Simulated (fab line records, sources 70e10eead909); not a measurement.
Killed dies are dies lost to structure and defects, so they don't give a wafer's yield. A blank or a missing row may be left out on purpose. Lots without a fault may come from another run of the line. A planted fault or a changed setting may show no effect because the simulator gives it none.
Which tool did it? | flow nand_harc | 13 lots, 39 wafers sampled, at 6 steps of a route of 1159

WHAT THE GAUGES READ, wafer by wafer
NHARC_A_SOURCE_PLATE_THK_MEAS_09: measures by ellipsometry.
lot  | measured     | on            | thk_nm (nm)
L605 | day 6 22:53  | film_metro-01 | 9.9 9.9 8.3
L606 | day 7 14:12  | film_metro-02 | 9.8 10.2 11.1
L608 | day 7 14:12  | film_metro-01 | 10.4 9.8 9.4
L607 | day 7 17:52  | film_metro-01 | 10.4 12.1 11.7
L610 | day 7 23:24  | film_metro-02 | 9.7 8.2 8.7
L612 | day 8 22:05  | film_metro-01 | 11.9 9.5 11.1
L613 | day 8 22:05  | film_metro-02 | 10.4 11.1 9.2
L614 | day 9 02:24  | film_metro-02 | 9.6 10.4 11.0
L615 | day 9 08:44  | film_metro-01 | 8.8 10.1 9.7
L616 | day 9 08:44  | film_metro-02 | 8.7 9.1 10.0
L617 | day 10 19:12 | film_metro-02 | 8.2 9.1 11.4
L627 | day 12 07:19 | film_metro-01 | 11.3 9.6 10.8
L628 | day 12 11:26 | film_metro-02 | 9.5 9.7 11.4

NHARC_A_ONON_D1_THK_MEAS_02: measures by ellipsometry.
lot  | measured     | on            | thk_nm (nm)
L605 | day 7 13:16  | film_metro-02 | 1015 1015 1015
L606 | day 8 03:48  | film_metro-02 | 997 997 995
L608 | day 8 03:48  | film_metro-01 | 1023 1022 1022
L607 | day 8 07:41  | film_metro-02 | 998 998 998
L610 | day 8 13:10  | film_metro-02 | 1015 1015 1016
L612 | day 9 11:32  | film_metro-01 | 994 994 995
L613 | day 9 11:32  | film_metro-02 | 995 995 996
L614 | day 10 05:22 | film_metro-01 | 998 1000 1000
L615 | day 10 05:25 | film_metro-01 | 1016 1015 1016
L616 | day 10 05:23 | film_metro-02 | 994 993 993
L617 | day 11 09:47 | film_metro-01 | 1004 1006 1005
L627 | day 12 21:13 | film_metro-01 | 1466 1465 1467 1467 1466 1467
L628 | day 13 01:18 | film_metro-01 | 1469 1470 1471 1469 1471 1469

NHARC_END_SORT_01.
lot  | measured     | on        | killed_at_array | killed_at_other | killed_at_periphery | killed_dies | killed_open | killed_short
L627 | day 26 15:38 | prober-01 | 671 667 671     | 0 0 0           | 6 10 6              | 677 677 677 | 3 5 5       | 3 1 2
L628 | day 25 18:10 | prober-02 | 675 675 675     | 0 1 0           | 2 1 2               | 677 677 677 | 0 2 1       | 1 2 1

WHICH TOOL RAN EACH LOT (tool, then ch and the chambers of the sampled wafers, then the start)
lot  | NHARC_A_ZERO_WELL_ETCH_13        | NHARC_A_ZERO_WELL_RTA_16         | NHARC_A_ONON_D1_DEP_00
L605 | rie_si-03 ch 1,2,3, day 6 13:41  | rtp_anneal-02 ch 0, day 6 14:39  | pecvd_onon-02 ch 0, day 7 12:49
L606 | rie_si-03 ch 0,1,3, day 7 05:32  | rtp_anneal-02 ch 0, day 7 06:27  | pecvd_onon-03 ch 0, day 8 03:16
L608 | rie_si-01 ch 0,2,3, day 7 08:29  | rtp_anneal-02 ch 0, day 7 09:21  | pecvd_onon-04 ch 0, day 8 03:16
L607 | rie_si-02 ch 1,2, day 7 08:45    | rtp_anneal-02 ch 0, day 7 09:39  | pecvd_onon-03 ch 0, day 8 07:10
L610 | rie_si-01 ch 0,1,3, day 7 15:16  | rtp_anneal-01 ch 0, day 7 16:11  | pecvd_onon-04 ch 0, day 8 12:40
L612 | rie_si-02 ch 0,1, day 8 13:35    | rtp_anneal-02 ch 0, day 8 14:30  | pecvd_onon-04 ch 0, day 9 11:05
L613 | rie_si-02 ch 0,1,3, day 8 16:39  | rtp_anneal-01 ch 0, day 8 17:32  | pecvd_onon-03 ch 0, day 9 11:01
L614 | rie_si-01 ch 0,3, day 8 17:54    | rtp_anneal-01 ch 0, day 8 18:51  | pecvd_onon-03 ch 0, day 10 04:59
L615 | rie_si-01 ch 0,2,3, day 9 00:16  | rtp_anneal-01 ch 0, day 9 01:09  | pecvd_onon-04 ch 0, day 10 04:54
L616 | rie_si-02 ch 1,2,3, day 9 00:45  | rtp_anneal-01 ch 0, day 9 01:41  | pecvd_onon-02 ch 0, day 10 04:55
L617 | rie_si-02 ch 0,1,2, day 10 09:54 | rtp_anneal-01 ch 0, day 10 10:55 | pecvd_onon-03 ch 0, day 11 09:23
L627 | rie_si-03 ch 1,2,3, day 11 22:52 | rtp_anneal-02 ch 0, day 11 23:52 | pecvd_onon-04 ch 0, day 12 20:43
L628 | rie_si-02 ch 1,2,3, day 12 02:37 | rtp_anneal-02 ch 0, day 12 03:50 | pecvd_onon-04 ch 0, day 13 00:51
- NHARC_A_ZERO_WELL_ETCH_13: etches the open film in HBr/Cl2, target depth 120 nm, time 40.1 s.
- NHARC_A_ZERO_WELL_RTA_16: time 10 s.
- NHARC_A_ONON_D1_DEP_00: target thk 1000 nm.

WHAT THE TOOLS THEMSELVES READ (means of the sampled wafers that have a number; where no wafer has one, the mark that the record gives instead)
NHARC_A_ZERO_WELL_ETCH_13.
lot  | tool      | drypump_motor_current_A (A) | oes_product_au (a.u.) | throttle_valve_pct (%)
L605 | rie_si-03 | 5.7                         | 1.004                 | 26.408
L606 | rie_si-03 | 6.1                         | 1.010                 | 26.406
L608 | rie_si-01 | 5.8                         | 0.997                 | 26.397
L607 | rie_si-02 | 6.2                         | 0.981                 | 26.412
L610 | rie_si-01 | 6.2                         | 1.001                 | 26.406
L612 | rie_si-02 | 6.5                         | 0.981                 | 26.421
L613 | rie_si-02 | 6.3                         | 0.986                 | 26.401
L614 | rie_si-01 | 6.4                         | 1.000                 | 26.414
L615 | rie_si-01 | 5.8                         | 0.994                 | 26.409
L616 | rie_si-02 | 6.0                         | 0.989                 | 26.395
L617 | rie_si-02 | 6.0                         | 0.991                 | 26.396
L627 | rie_si-03 | 5.7                         | 0.990                 | 26.406
L628 | rie_si-02 | 6.0                         | 0.995                 | 26.395

NHARC_A_ZERO_WELL_RTA_16.
lot  | tool          | lamp_power_pct (%) | wafer_temp_C_max
L605 | rtp_anneal-02 | 30.3               | 1003.4
L606 | rtp_anneal-02 | 30.4               | 1003.8
L608 | rtp_anneal-02 | 30.3               | 1004.0
L607 | rtp_anneal-02 | 30.3               | 1003.7
L610 | rtp_anneal-01 | 33.1               | 1006.0
L612 | rtp_anneal-02 | 30.3               | 1003.9
L613 | rtp_anneal-01 | 33.1               | 1005.5
L614 | rtp_anneal-01 | 33.0               | 1005.2
L615 | rtp_anneal-01 | 33.1               | 1004.8
L616 | rtp_anneal-01 | 33.1               | 1004.9
L617 | rtp_anneal-01 | 33.1               | 1005.6
L627 | rtp_anneal-02 | 30.3               | 1004.0
L628 | rtp_anneal-02 | 30.3               | 1003.1

THE ANSWER, worked out from the rows above alone
Rule: what is usual is taken from the lots themselves. Put in order of their means at a reading, lots are off if they are a third of the lots or fewer, leave a main group of 4 or more, and stand apart from it by a gap of 3 or more times the standard deviation of the main group's means; of several such gaps the widest counts. A main group whose means are all the same, to the digits that the tables above print for the reading, isn't used. A lot without any number at a reading at which 4 lots or more have one is off too. The other lots that the step has rows for count as sound. The gauges are gone through in route order, then the tools' own readings, and for those a lot's mean is taken as printed above. The first step at which some lot is off is used, and at that step the reading that is off furthest; a lot without a number counts as furthest.
Off: L627, L628, at NHARC_A_ONON_D1_THK_MEAS_02 (thk_nm). The main group: mean 1005 nm, standard deviation 10.
A tool fits if, at a process step before that reading, it ran every lot that is off, and no sound lot after the first of them. The gauges at NHARC_A_ONON_D1_THK_MEAS_02 are tried like those tools. Can't be told from this: 3 tools fit, rtp_anneal-02 at NHARC_A_ZERO_WELL_RTA_16, pecvd_onon-04 at NHARC_A_ONON_D1_DEP_00, film_metro-01 at NHARC_A_ONON_D1_THK_MEAS_02.

WHAT THE SIMULATOR HAD PUT IN
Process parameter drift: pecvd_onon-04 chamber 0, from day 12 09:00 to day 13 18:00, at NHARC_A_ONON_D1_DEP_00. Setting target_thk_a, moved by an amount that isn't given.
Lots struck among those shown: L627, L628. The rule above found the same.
